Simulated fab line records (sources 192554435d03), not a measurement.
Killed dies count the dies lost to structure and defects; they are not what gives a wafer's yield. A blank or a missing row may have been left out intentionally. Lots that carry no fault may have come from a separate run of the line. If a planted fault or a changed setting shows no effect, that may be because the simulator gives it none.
Matching of chambers | flow n5 finfet | 4 sister chambers for N5_HKMG_FIN_PWFM_ALD_03 on ald metal-03
The step deposits TiN, target thk 2 nm, pulse time 1 s, purge time 3 s. 14 wafers are shown with their chamber, then 7 later ones without.

## WAFERS PAIRED WITH THEIR CHAMBERS
wafer  | chamber | heater power w (W) | precursor pulse height rel
L074.1 | 0       | 813                | 1.020
L074.2 | 2       | 911                | 1.015
L074.3 | 3       | 885                | 1.028
L077.1 | 1       | 895                | 1.020
L077.5 | 1       | 929                | 1.028
L077.6 | 3       | 893                | 0.988
L086.2 | 1       | 928                | 0.986
L086.5 | 0       | 846                | 1.007
L086.6 | 1       | 914                | 0.976
L087.3 | 0       | 818                | 0.986
L087.5 | 1       | 919                | 1.004
L087.6 | 2       | 929                | 0.988
L093.1 | 2       | 904                | 1.009
L093.2 | 3       | 872                | 0.987

SIGNATURES (means of the wafers above)
reading                    | chamber 0 | chamber 1 | chamber 2 | chamber 3 | scatter within a chamber
heater power w             | 825.67    | 917.00    | 914.67    | 883.33    | 14
precursor pulse height rel | 1.00433   | 1.00280   | 1.00400   | 1.00100   | 0.02
Rule: for each reading, subtract the chamber's mean from the wafer's reading, divide by that reading's scatter and square the result; add these up over the readings and take the root, which gives the wafer's distance from the chamber. The wafer belongs to the nearest chamber; if the next one is less than 2 further off, it can't be placed. How the scatter is found: for the shown wafers, subtract from each reading the mean of its chamber, square and add these, divide the total by (wafers less chambers), then take the root.

## WAFERS WITH NO CHAMBER GIVEN
wafer  | heater power w (W) | precursor pulse height rel
L093.4 | 827                | 1.005
L095.1 | 894                | 1.001
L095.2 | 843                | 1.026
L095.3 | 915                | 1.028
L095.4 | 931                | 1.017
L095.5 | 826                | 1.026
L095.6 | 933                | 1.031

## CHAMBER TAKEN BY EACH
wafer  | from the rows above          | in truth
L093.4 | 0                            | 0
L095.1 | can't be placed: 3 or 2 or 1 | 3
L095.2 | can't be placed: 0 or 3      | 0
L095.3 | can't be placed: 2 or 1 or 3 | 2
L095.4 | can't be placed: 1 or 2      | 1
L095.5 | 0                            | 0
L095.6 | can't be placed: 1 or 2      | 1
Placed correctly: 2 of 7. Can't be placed from these rows: 5 (the true chamber is among the candidates in 5). Placed wrongly: 0.
